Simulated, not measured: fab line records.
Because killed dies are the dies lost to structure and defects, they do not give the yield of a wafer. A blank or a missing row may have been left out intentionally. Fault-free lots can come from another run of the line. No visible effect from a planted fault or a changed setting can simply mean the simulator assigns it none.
Chamber matching ; flow n5 finfet ; N5_BEOL_M11_DESCUM_16 on rie diel-06: 4 sister chambers
The step chemistry O2, time 7.9 s. 14 wafers are shown with their chamber, then 7 later ones without.

## WAFERS, EACH WITH ITS CHAMBER
wafer;chamber;drypump motor current A (A);showerhead plenum p Torr (Torr);throttle valve pct (%)
L076.1;1;4.7;2.06;20.53
L076.2;3;5.9;1.92;20.11
L076.4;2;5.4;2.23;20.47
L081.2;2;5.4;2.22;20.49
L081.3;0;5.7;2.11;20.08
L081.6;2;5.4;2.22;20.47
L085.1;0;5.6;2.11;20.10
L085.3;3;5.9;1.91;20.12
L085.5;2;5.4;2.22;20.49
L086.1;2;5.4;2.22;20.52
L086.4;3;5.9;1.91;20.14
L086.5;0;5.6;2.11;20.10
L090.4;0;5.6;2.10;20.13
L090.5;0;5.6;2.10;20.11

SIGNATURES, as means of the wafers listed above
reading;chamber 0;chamber 1;chamber 2;chamber 3;scatter within a chamber
drypump motor current A;5.620;4.700;5.400;5.900;0.0283
showerhead plenum p Torr;2.1060;2.0600;2.2220;1.9133;0.00516
throttle valve pct;20.1040;20.5300;20.4880;20.1233;0.0186
Rule: for a wafer and a chamber, the distance is found by dividing, reading by reading, the gap between the wafer's reading and the chamber's mean by the reading's scatter, squaring, summing and taking the root. The wafer belongs to the nearest chamber; if the next one is less than 2 further off, it can't be placed. How the scatter is found: for the shown wafers, subtract from each reading the mean of its chamber, square and add these, divide the total by (wafers less chambers), then take the root.

## WAFERS WITHOUT THEIR CHAMBER
wafer;drypump motor current A (A);showerhead plenum p Torr (Torr);throttle valve pct (%)
L090.6;4.7;2.05;20.14
L093.1;5.7;2.10;20.12
L093.5;4.7;2.05;20.13
L093.6;5.7;2.10;20.12
L097.2;5.9;1.91;20.17
L097.3;5.4;2.21;20.53
L097.4;5.6;2.10;20.13

## EACH ONE'S CHAMBER
wafer;from the rows above;in truth
L090.6;1;1
L093.1;0;0
L093.5;1;1
L093.6;0;0
L097.2;3;3
L097.3;2;2
L097.4;0;0
Placed correctly: 7 of 7. From these rows, 0 cannot be placed. Wrongly placed: 0.
